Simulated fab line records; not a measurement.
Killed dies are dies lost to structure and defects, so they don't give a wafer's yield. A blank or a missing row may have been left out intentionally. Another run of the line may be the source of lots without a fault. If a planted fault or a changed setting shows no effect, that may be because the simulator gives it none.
fab line records | flow n5-finfet
record: lots: 5 | wafers: 15 | last-day: 17
route steps=1938 shown BEOL_M6@1194 PASSIVATION@1936
lots untouched by any fault: they come from a run of this same line in which no faults occurred
start-h: hours from the record's opening day to when the first of the lot's shown wafers began | wait-h: hours elapsed since this lot's preceding step | " unchanged from the row above | L1.1+2: a row that stands for several wafers | - no value, or no start was given | * or withheld: withheld | < > ~ a bound
route shown NAME@n: names a module that has steps shown in the file, with the first one's number in the route | usual: the fault-free wafers' mean and standard deviation | same: alike in all rows | chamber/n: place in a boat | sites: readings site by site | _std_site: the standard deviation of these | _edge_site: the outer-site mean with the inner-site mean subtracted | radius-mm: how far each site lies from the wafer's centre | mask NAME#n: copy n | behind: the most recent tool/chamber to have shaped the wafer | hold: cause of the lot's hold/its duration in hours/its outcome | device: whichever transistor did not switch (one of n, p or np) | end of line: the tests these same wafers got at the end of their route | a step given without rows: its recipe and nothing more | killed: the dies lost at the first sort to structure and to defects; this is not the yield of the wafer | map: a wafer's dies, marking killed ones x, the rest . and places with no die _
set.NAME: the setting the step ran with; set.NAME@STEP: the setting that earlier step ran with | model.NAME: the simulator's own value behind a step, which no gauge read
a table for each step, a row for each wafer; lots at some steps of the route
services: a tool's chamber out of use, with start hour (start-h, from the record's first day; less than 0 if before it), hours out, and reason
== steps ==
step: N5_BEOL_M6_ILD_DEP_00
recipe: material: SiCOH_lowk | target-thk-a: 1797.5 | temp-c: 300 | precursor: DEMS/porogen | pressure-torr: 5 | rf-w: 500 | time-s: 33.4
step: N5_BEOL_M6_CURE_74
recipe: temp-c: 385 | time-s: 240 | ambient: He/Ar | material: SiCOH_lowk
step: N5_BEOL_M6_PECVD_70
recipe: material: SiO2 | target-thk-a: 200 | temp-c: 400 | precursor: TEOS/O2 | pressure-torr: 5.5 | rf-w: 450 | teos-flow-sccm: 53.8 | gas: O2 | flow-sccm: 3000 | time-s: 22.7
step: N5_BEOL_M6_HM_DEP_02
recipe: material: TiN | target-thk-a: 200 | temp-c: 25 | chamber-pressure-pa: 0.49996
step: N5_BEOL_M6_COAT_59
recipe: resist: SOC | temp-c: 250 | time-s: 60 | spin-rpm: 1500 | resist-thk-nm: 100
step: N5_BEOL_M6_COAT_60
recipe: resist: SiARC | temp-c: 220 | time-s: 60 | spin-rpm: 1500 | resist-thk-nm: 35
step: N5_BEOL_M6_COAT_05
recipe: resist: CAR-ArF | spin-rpm: 1500 | resist-thk-nm: 90
step: N5_BEOL_M6_EBR_07
recipe: solvent: PGMEA | ebr-width-mm: 1.5
step: N5_BEOL_M6_SOFTBAKE_06
recipe: temp-c: 110 | time-s: 60 | resist: CAR-ArF
step: N5_BEOL_M6_EXPOSE_08
recipe: mask-id: M6 | na: 1.35 | source-shape: dipole | sigma-inner: 0.817 | sigma-outer: 0.97 | polarization: te | dose-mj: 68.25
usual: exposure-dose-mJ-cm2: 68.21/0.068
lot.wafer | tool            | chamber | start-h | wait-h | mask | exposure-dose-mJ-cm2
L140.2    | arfi-scanner-02 | 0       | 200.95  | -      | M6#0 | 68.19
L140.3    | "               | 0       | "       | "      | M6#0 | 68.25
L140.5    | "               | 0       | "       | "      | M6#0 | 68.32
L144.4    | arfi-scanner-01 | 0       | 215.35  | -      | M6#0 | 68.17
L144.5    | "               | 0       | "       | "      | M6#0 | 68.07
L144.6    | "               | 0       | "       | "      | M6#0 | 68.18
L157.2    | arfi-scanner-01 | 0       | 308.60  | -      | M6#0 | 69.56
L157.3    | "               | 0       | "       | "      | M6#0 | 69.58
L157.5    | "               | 0       | "       | "      | M6#0 | 69.45
L159.3    | arfi-scanner-01 | 0       | 309.37  | -      | M6#0 | 69.18
L159.4    | "               | 0       | "       | "      | M6#0 | 69.26
L159.6    | "               | 0       | "       | "      | M6#0 | 69.19
L158.1    | arfi-scanner-01 | 0       | 311.88  | -      | M6#0 | 69.19
L158.2    | "               | 0       | "       | "      | M6#0 | 69.12
L158.6    | "               | 0       | "       | "      | M6#0 | 69.03
step: N5_BEOL_M6_PEB_09
recipe: peb-temp-c: withheld | peb-time-s: 60 | resist: CAR-ArF
step: N5_BEOL_M6_DEVELOP_10
recipe: develop-time-s: 30 | developer: TMAH | resist: CAR-ArF | rinse-liquid: diw | dry: air-spin | dev-temp-c: 23
step: N5_BEOL_M6_DESCUM_16
recipe: chemistry: O2 | time-s: 7.9 | source-power-w: 50 | bias-power-w: 20 | pressure-mtorr: 20 | rf-frequency-hz: 2.712e+07 | temp-c: 40 | resist: CAR-ArF | o2-flow-sccm: 225
step: N5_BEOL_M6_ETCH_61
recipe: chemistry: CF4 | target: SiARC | target-depth-a: 455 | mask-material: CAR-ArF | time-s: 75.8 | ion-energy-ev: 80 | pressure-mtorr: 40 | source-w: 545 | bias-w: 36 | Ar_flow_sccm: 100 | cf4-flow-sccm: 100 | ends: cleared
usual: drypump-motor-current-A: 5.8/0.49 | etch-rf-on-time-s: 75.7/1.7 | oes-product-au: 0.69/0.065 | rf-vpp-V: 184.5/1.1 | showerhead-plenum-p-Torr: 2.18/0.058 | throttle-valve-pct: 15.53/0.25
lot.wafer | tool        | chamber | start-h | wait-h | drypump-motor-current-A | etch-rf-on-time-s | oes-product-au | rf-hours-counter-h | rf-vpp-V | showerhead-plenum-p-Torr | throttle-valve-pct | model.BEOL_M6.cd-offset-nm
L140.2    | rie-diel-05 | 2       | 201.21  | 0.0    | 5.4                     | 73.8              | 0.71           | 83                 | 183.2    | 2.10                     | 15.44              | -0.2
L140.3    | "           | 3       | "       | "      | 5.8                     | 76.7              | 0.61           | 226                | 183.1    | 2.19                     | 15.36              | -0.4
L140.5    | "           | 3       | "       | "      | 5.9                     | 76.6              | 0.60           | -                  | 186.5    | 2.19                     | 15.39              | 0
L144.4    | rie-diel-05 | 3       | 215.58  | 0.0    | 5.8                     | 75.9              | 0.61           | 230                | 184.5    | 2.19                     | 15.39              | 0.8
L144.5    | "           | 3       | "       | "      | 5.8                     | 76.4              | 0.60           | -                  | 185.1    | 2.19                     | 15.39              | 0
L144.6    | "           | 0       | "       | "      | 6.2                     | 75.8              | 0.75           | -                  | 185.7    | 2.26                     | 15.25              | -0.8
L157.2    | rie-diel-05 | 2       | 308.84  | 0.0    | 5.4                     | 74.8              | 0.67           | 119                | 182.8    | 2.09                     | 15.52              | 0.4
L157.3    | "           | 1       | "       | "      | 5.9                     | 74.1              | 0.61           | 198                | 184.7    | 2.21                     | 16.09              | 0.2
L157.5    | "           | 0       | "       | "      | 6.2                     | 76.9              | 0.69           | -                  | 184.9    | 2.24                     | 15.34              | 0.8
L159.3    | rie-diel-04 | 1       | 309.69  | 0.0    | 5.8                     | 77.9              | 0.78           | 18                 | 182.9    | 2.20                     | 15.20              | -0.8
L159.4    | "           | 3       | "       | "      | 6.3                     | 74.7              | 0.67           | 123                | 183.8    | 2.15                     | 15.37              | 1.6
L159.6    | "           | 1       | "       | "      | 5.8                     | 78.1              | 0.78           | -                  | 185.5    | 2.20                     | 15.20              | 0
L158.1    | rie-diel-05 | 3       | 312.27  | 0.0    | 5.8                     | 74.2              | 0.84           | 0                  | 185.2    | 2.18                     | 14.98              | 1
L158.2    | "           | 2       | "       | "      | 5.4                     | 74.9              | 0.68           | 121                | 183.4    | 2.09                     | 15.51              | 0
L158.6    | "           | 2       | "       | "      | 5.4                     | 75.2              | 0.67           | -                  | 184.0    | 2.09                     | 15.50              | -0.2
step: N5_BEOL_M6_ETCH_62
recipe: chemistry: N2/H2 | target: SOC | target-depth-a: 1100 | overetch-a: 220 | mask-material: SiARC | temp-c: 40 | time-s: 165 | ion-energy-ev: 200 | pressure-mtorr: 30 | source-w: 840 | bias-w: 150 | n2-flow-sccm: 200 | h2-flow-sccm: 200
usual: drypump-motor-current-A: 5.8/0.48 | oes-product-au: 0.68/0.065 | rf-vpp-V: 525.1/2.3 | showerhead-plenum-p-Torr: 2.58/0.087 | throttle-valve-pct: 17.7/0.32
lot.wafer | tool        | chamber | start-h | wait-h | drypump-motor-current-A | oes-product-au | rf-hours-counter-h | rf-vpp-V | showerhead-plenum-p-Torr | throttle-valve-pct | model.BEOL_M6.cd-offset-nm
L140.2    | rie-diel-05 | 2       | 201.26  | 0.0    | 5.5                     | 0.70           | 83                 | 522.3    | 2.47                     | 17.5               | 0.2
L140.3    | "           | 3       | "       | "      | 5.8                     | 0.60           | 226                | 525.7    | 2.59                     | 17.3               | -0.4
L140.5    | "           | 3       | "       | "      | 5.8                     | 0.61           | -                  | 526.2    | 2.59                     | 17.3               | -0.2
L144.4    | rie-diel-05 | 3       | 215.63  | 0.0    | 5.9                     | 0.60           | 230                | 524.3    | 2.59                     | 17.3               | 1
L144.5    | "           | 3       | "       | "      | 5.9                     | 0.60           | -                  | 525.5    | 2.59                     | 17.3               | 0.4
L144.6    | "           | 0       | "       | "      | 6.2                     | 0.73           | -                  | 528.9    | 2.67                     | 17.3               | -0.8
L157.2    | rie-diel-05 | 2       | 308.90  | 0.0    | 5.4                     | 0.66           | 119                | 520.8    | 2.46                     | 17.6               | 1
L157.3    | "           | 1       | "       | "      | 5.8                     | 0.60           | 198                | 526.6    | 2.63                     | 18.3               | 0
L157.5    | "           | 0       | "       | "      | 6.2                     | 0.69           | -                  | 527.8    | 2.65                     | 17.3               | 0.4
L159.3    | rie-diel-04 | 1       | 309.74  | 0.0    | 5.8                     | 0.79           | 18                 | 526.4    | 2.61                     | 17.5               | -0.6
L159.4    | "           | 3       | "       | "      | 6.3                     | 0.66           | 123                | 525.3    | 2.58                     | 17.8               | 2.2
L159.6    | "           | 1       | "       | "      | 5.8                     | 0.78           | -                  | 526.3    | 2.61                     | 17.5               | 0.2
L158.1    | rie-diel-05 | 3       | 312.33  | 0.0    | 5.8                     | 0.82           | 0                  | 525.5    | 2.58                     | 17.0               | 1.2
L158.2    | "           | 2       | "       | "      | 5.4                     | 0.66           | 121                | 519.9    | 2.46                     | 17.6               | 0.6
L158.6    | "           | 2       | "       | "      | 5.4                     | 0.66           | -                  | 521.0    | 2.46                     | 17.6               | 0.4
step: N5_BEOL_M6_STRIP_68
recipe: chemistry: N2/H2 | temp-c: 40 | n2-flow-sccm: 200 | h2-flow-sccm: 200 | rf-frequency-hz: 6e+07
step: N5_PASSIVATION_PROBE_49
usual: defect-limited-yield: 91.3/1.4 | killed_at_M0_to_M3: 33/9.9 | killed_at_M4_up: 15/5.6 | killed-at-contacts: 13/5.7 | killed-at-front-end: 38/12 | killed-at-other: 4/3.1 | killed-dies: 103/17 | killed-open: 66/13 | killed-short: 32/7.8 | sort_bin_5_function: 5.1/0.95 | sort_bin_6_memory: 3.2/0.68 | sort_bin_8_speed: 0.02/0.22 | sort-n-pass: 1077/17 | sort-yield-pct: 91.3/1.5
same: gross-dies: 1180 | killed-at-back-side: 0 | sort_bin_4_leakage[%]: 0
lot.wafer | tool      | chamber | start-h | wait-h | defect-limited-yield[%] | killed_at_M0_to_M3 | killed_at_M4_up | killed-at-contacts | killed-at-front-end | killed-at-other | killed-dies | killed-open | killed-short | sort_bin_5_function[%] | sort_bin_6_memory[%] | sort_bin_8_speed[%] | sort-n-pass | sort-yield-pct[%]
L140.2    | prober-02 | -       | 294.39  | 0.1    | 92.0                    | 26                 | 17              | 12                 | 37                  | 2               | 94          | 70          | 23           | 5.1                    | 2.9                  | 0                   | 1086        | 92.0
L140.3    | prober-02 | -       | 294.44  | 0.1    | 92.7                    | 33                 | 14              | 8                  | 28                  | 3               | 86          | 52          | 33           | 3.8                    | 3.1                  | 0                   | 1094        | 92.7
L140.5    | prober-02 | -       | 294.54  | 0.2    | 92.5                    | 32                 | 13              | 8                  | 31                  | 4               | 88          | 47          | 37           | 4.0                    | 3.1                  | 0                   | 1092        | 92.5
L159.4    | prober-02 | -       | 400.10  | 0.2    | 91.3                    | 27                 | 15              | 21                 | 37                  | 3               | 103         | 71          | 27           | 4.7                    | 3.8                  | 0                   | 1077        | 91.3
killed by level:class
L140.2 MOL_CONTACT_COAG:geometric-particle:open=11 BEOL_M4:geometric-particle:open=9 BEOL_M1:geometric-particle:open=8 STI_FIN_REVEAL:geometric-particle:open=7 ILD0:geometric-particle:open=7 BEOL_M2:geometric-particle:open=7 GATE_CUT:geometric-particle:open=5 GATE_CUT:geometric-particle:short=5
L140.3 BEOL_M4:geometric-particle:open=9 BEOL_M0_SAQP:geometric-particle:short=8 STI_FIN_REVEAL:geometric-particle:open=7 BEOL_M0_SAQP:geometric-particle:open=7 MOL_CONTACT_COAG:geometric-particle:open=6 GATE_CUT:geometric-particle:short=5 BEOL_M1:geometric-particle:open=5 BEOL_M2:geometric-particle:short=5
L140.5 BEOL_M0_SAQP:geometric-particle:short=10 BEOL_M1:geometric-particle:open=8 GATE_CUT:geometric-particle:short=7 MOL_CONTACT_COAG:geometric-particle:open=6 BEOL_M1:geometric-particle:short=5 BEOL_M4:geometric-particle:open=5 FIN_SAQP:geometric-particle:short=4 FIN_SAQP:geometric-particle:open=4
L159.4 MOL_CONTACT_COAG:geometric-particle:open=18 FIN_SAQP:geometric-particle:open=10 STI_FIN_REVEAL:geometric-particle:open=10 BEOL_M0_SAQP:geometric-particle:short=8 BEOL_M0_SAQP:geometric-particle:open=8 BEOL_M4:geometric-particle:open=4 FIN_SAQP:geometric-particle:short=3 ILD0:geometric-particle:short=3
== services ==
tool            | chamber | start-h | hours | kind
arfi-scanner-02 | 0       | 188.07  | -     | calibration
rie-diel-04     | 1       | 235.11  | -     | clean
rie-diel-04     | 1       | 235.11  | -     | consumable-replace:focus-ring
rie-diel-04     | 1       | 235.11  | 19.4  | scheduled-down
rie-diel-04     | 1       | 235.11  | 19.4  | vent-cycle
arfi-scanner-02 | -       | 237.38  | 1.0   | pm
arfi-scanner-01 | -       | 242.20  | 1.3   | pm
arfi-scanner-01 | -       | 261.82  | 0.8   | pm
arfi-scanner-01 | -       | 266.41  | 11.5  | repair
arfi-scanner-02 | -       | 267.40  | 4.9   | repair
arfi-scanner-02 | -       | 272.34  | 0.8   | pm
arfi-scanner-02 | -       | 273.57  | 1.4   | repair
arfi-scanner-01 | -       | 278.56  | 3.9   | pm
rie-diel-05     | 3       | 296.99  | -     | clean
rie-diel-05     | 3       | 296.99  | -     | consumable-replace:focus-ring
rie-diel-05     | 3       | 296.99  | 14.1  | scheduled-down
rie-diel-05     | 3       | 296.99  | 14.1  | vent-cycle
rie-diel-05     | 2       | 297.03  | 9.6   | repair
arfi-scanner-02 | -       | 301.25  | 1.3   | pm
arfi-scanner-02 | -       | 312.28  | 4.9   | pm
== key ==
first-sign: step: N5_BEOL_M6_EXPOSE_08 | reading: exposure-dose-mJ-cm2 | direction: up | sigmas: 16 | usual: 68.21 | struck: 69.28
effect none on later readings
model-effect: step: N5_BEOL_M6_ETCH_61 | value: BEOL_M6.cd-offset-nm | without: -0.4667 | struck: 0.3333
model-effect: step: N5_BEOL_M6_ETCH_62 | value: BEOL_M6.cd-offset-nm | without: -0.2 | struck: 0.6
met-at N5_BEOL_M6_EXPOSE_08
struck-wafers L157.2,L157.3,L157.5,L158.1,L158.2,L158.6,L159.3,L159.4,L159.6
loop-trim: step: N5_BEOL_M6_EXPOSE_08 | setting: dose | lots: L158,L159
onset-between 215.35 308.60
fault: kind: process-parameter-drift | tool: arfi-scanner-01 | chamber: - | onset-h: 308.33 | steps: N5_BEOL_M6_EXPOSE_08 | channel: dose-mj | offset: 1.3654 | shape: step | acts-in: these-recipes-only | stated: 68.25
loop-trim: a control loop set the setting to another value than it would have without faults
